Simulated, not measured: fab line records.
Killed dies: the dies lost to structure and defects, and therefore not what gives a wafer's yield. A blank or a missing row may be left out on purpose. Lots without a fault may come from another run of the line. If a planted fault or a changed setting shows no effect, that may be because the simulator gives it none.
Matching of chambers + flow n5_finfet + N5_BEOL_M2_ALD_84 on ald_metal-01: 4 sister chambers
The step deposits TaN, pulse time 2 s, purge time 3 s, co reactant purge time 2 s. 4 wafers are shown with their chamber, then 11 later ones without.

WAFERS, EACH WITH ITS CHAMBER
| wafer  | chamber | heater_power_w (W) |
|--------|---------|--------------------|
| L084.6 | 3       | 430                |
| L088.3 | 1       | 361                |
| L089.2 | 2       | 441                |
| L091.2 | 0       | 360                |

WAFERS WITHOUT THEIR CHAMBER
| wafer  | heater_power_w (W) |
|--------|--------------------|
| L091.4 | 439                |
| L091.6 | 358                |
| L093.1 | 345                |
| L093.2 | 436                |
| L093.6 | 433                |
| L094.1 | 429                |
| L094.2 | 357                |
| L094.6 | 357                |
| L097.1 | 438                |
| L097.2 | 356                |
| L097.4 | 434                |

WHICH CHAMBER EACH ONE RAN IN
| wafer  | from the rows above     | in truth                   |
|--------|-------------------------|----------------------------|
| L091.4 | can't be placed: 2 or 3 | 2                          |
| L091.6 | can't be placed: 0 or 1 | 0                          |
| L093.1 | can't be placed: 0 or 1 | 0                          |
| L093.2 | can't be placed: 2 or 3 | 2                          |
| L093.6 | can't be placed: 3 or 2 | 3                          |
| L094.1 | 3                       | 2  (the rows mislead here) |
| L094.2 | can't be placed: 0 or 1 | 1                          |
| L094.6 | can't be placed: 0 or 1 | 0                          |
| L097.1 | can't be placed: 2 or 3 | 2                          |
| L097.2 | can't be placed: 0 or 1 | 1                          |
| L097.4 | can't be placed: 3 or 2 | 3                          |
Correctly placed: 0 of 11. Not placeable from these rows: 10 (in 10, the candidates include the true chamber). Number placed wrongly: 1.
How it was worked out, from the rows above alone: a wafer's distance from a chamber is the root of the sum, over the readings, of the square of ((its reading less the chamber's mean) divided by the reading's scatter). The wafer belongs to the nearest chamber; if the next one is less than 2 further off, it can't be placed. Each chamber's mean is taken over the wafers shown for it. The scatter: root of mean squared gap, hidden wafer to nearest shown wafer, with one shown wafer a chamber.
